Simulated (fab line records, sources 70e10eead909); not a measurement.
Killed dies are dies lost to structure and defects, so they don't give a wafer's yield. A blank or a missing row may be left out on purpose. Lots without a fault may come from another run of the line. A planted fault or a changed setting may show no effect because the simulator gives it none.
Problem report in the 8D (eight disciplines) form, filled by code | flow nand_harc | the parts of the form that need people (team, actions taken, sign-off) are left out

1. THE PROBLEM
killed_at_periphery at NHARC_END_SORT_01 reads a mean of 38.3 on 6 wafers of 2 lots; wafers without a fault read 3.7 with a standard deviation of 2.3. That is +15 standard deviations from the usual mean.
First seen on wafer L434.1, day 28 14:14, on prober-02. The record holds 6 wafers of 2 lots with a number at this step. Rule for "out", or "out of limits": more than 4 standard deviations from the usual mean. The other wafers with a number count as sound.

2. WHAT IT IS AND WHAT IT IS NOT
question                    | is                     | is not
which readings at this step | killed_at_periphery    | killed_at_array, killed_at_other, killed_open, killed_short
which lots                  | L434, L436             | -
which wafers of those lots  | all that have a number | -
read on which gauges        | prober-01, prober-02   | -
when                        | from day 28 14:14      | up to then (0 sound wafers)

3. SUSPECTS, AND WHAT RULES EACH OUT
Counting: a tool at a process step up to the reading stays a suspect if it ran every lot that is out and no sound lot after the first of them.
- the gauge at NHARC_END_SORT_01: ruled out. The wafers that are out were read on 2 gauges (prober-01, prober-02).
- rie_diel-01 at NHARC_P_CONTACT_ETCH_35 (etches the open film in CF4, target depth 39 nm, time 65 s): kept. It ran every lot that is out, first L434 (day 10 19:08), and no sound lot after that.
- rie_diel-09 at NHARC_A_BONDPAD_ETCH_12 (etches the open film in CHF3/O2, target depth 220 nm, time 110 s): kept. It ran every lot that is out, first L434 (day 28 14:14), and no sound lot after that. NHARC_A_BONDPAD_ETCH_12 gives no start for some lots, so the hours and the order of its lots are those of NHARC_END_SORT_01.
Left after counting: rie_diel-01 at NHARC_P_CONTACT_ETCH_35, rie_diel-09 at NHARC_A_BONDPAD_ETCH_12.

4. THE CAUSE (what the simulator had put in)
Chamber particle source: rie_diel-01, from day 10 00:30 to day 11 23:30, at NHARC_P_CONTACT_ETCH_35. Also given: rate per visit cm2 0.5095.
Counting left 2 suspects, and this tool is among them.

5. THE CHAIN OF EFFECTS, in route order
Each row: a reading whose mean over the struck wafers that have a number lies more than 3 standard deviations from the usual. Only readings for which the record gives a usual standard deviation are gone through. hours: the time from each lot's start at the first step in this table that gives one to its start at this step, as a median over the lots. sigmas: the change in usual standard deviations.
hours | step              | reading             | usual | on struck wafers | change | sigmas
0     | NHARC_END_SORT_01 | killed_at_periphery | 3.7   | 38.3             | +34.6  | +15

6. WHAT WOULD HAVE CAUGHT IT SOONER
In this record the first reading out of limits at a measuring or inspecting step was taken at day 28 14:14, 446 hours after the fault began at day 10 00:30.
Of the tool readings at NHARC_P_CONTACT_ETCH_35 for which the record gives a usual standard deviation, none was out on any struck wafer, so an alarm limit of 4 standard deviations on them would not have fired.
All the lots that are out (2) had begun NHARC_P_CONTACT_ETCH_35 on rie_diel-01 by day 28 14:14. A hold on the tool at that time would have spared none of them.
